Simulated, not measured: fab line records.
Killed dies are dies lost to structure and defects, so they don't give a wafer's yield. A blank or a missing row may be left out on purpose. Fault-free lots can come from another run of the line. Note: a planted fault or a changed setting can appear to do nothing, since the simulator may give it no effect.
Chamber matching	flow nand-harc	NHARC_P_M1_CMP_23 on cmp-02 has 4 sister chambers
The step polishes, t overpolish 20 s, target thk 157.82 nm. 15 wafers are shown with their chamber, then 7 later ones without.

## WAFERS PAIRED WITH THEIR CHAMBERS
wafer	chamber	motor-current-A (A)	time-to-endpoint-s (s)
L390.1	0	13.8	31.3
L390.4	1	12.5	31.0
L390.5	2	14.7	31.0
L391.3	1	12.1	26.6
L391.5	0	13.5	27.1
L391.6	1	12.8	27.0
L397.6	1	11.7	31.9
L400.2	0	13.4	28.8
L400.5	0	13.5	30.3
L400.6	1	12.7	33.9
L405.3	3	10.5	27.5
L405.4	0	14.2	23.8
L405.6	2	14.7	25.9
L407.4	2	15.0	26.5
L407.5	3	10.4	27.3

SIGNATURES (means of the wafers above)
reading	chamber 0	chamber 1	chamber 2	chamber 3	scatter within a chamber
motor-current-A	13.680	12.360	14.800	10.450	0.347
time-to-endpoint-s	28.260	30.080	27.800	27.400	2.87
Rule: for each reading, subtract the chamber's mean from the wafer's reading, divide by that reading's scatter and square the result; add these up over the readings and take the root, which gives the wafer's distance from the chamber. The wafer belongs to the nearest chamber; if the next one is less than 2 further off, it can't be placed. The scatter is the square root of a quotient: the sum, over the shown wafers, of each reading's squared deviation from its chamber's mean, divided by wafers minus chambers.

## WAFERS WHOSE CHAMBER IS MISSING
wafer	motor-current-A (A)	time-to-endpoint-s (s)
L407.6	13.4	27.8
L408.2	11.9	29.6
L408.3	14.9	27.8
L408.4	10.2	26.7
L410.4	13.1	29.0
L410.5	10.7	27.1
L410.6	15.1	26.8

## EACH ONE'S CHAMBER
wafer	from the rows above	in truth
L407.6	0	0
L408.2	1	1
L408.3	2	2
L408.4	3	3
L410.4	can't be placed: 0 or 1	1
L410.5	3	3
L410.6	2	2
Correct placement for 6 of the 7. From these rows, 1 cannot be placed; in 1 the true chamber is one of the candidates. 0 placed wrongly.
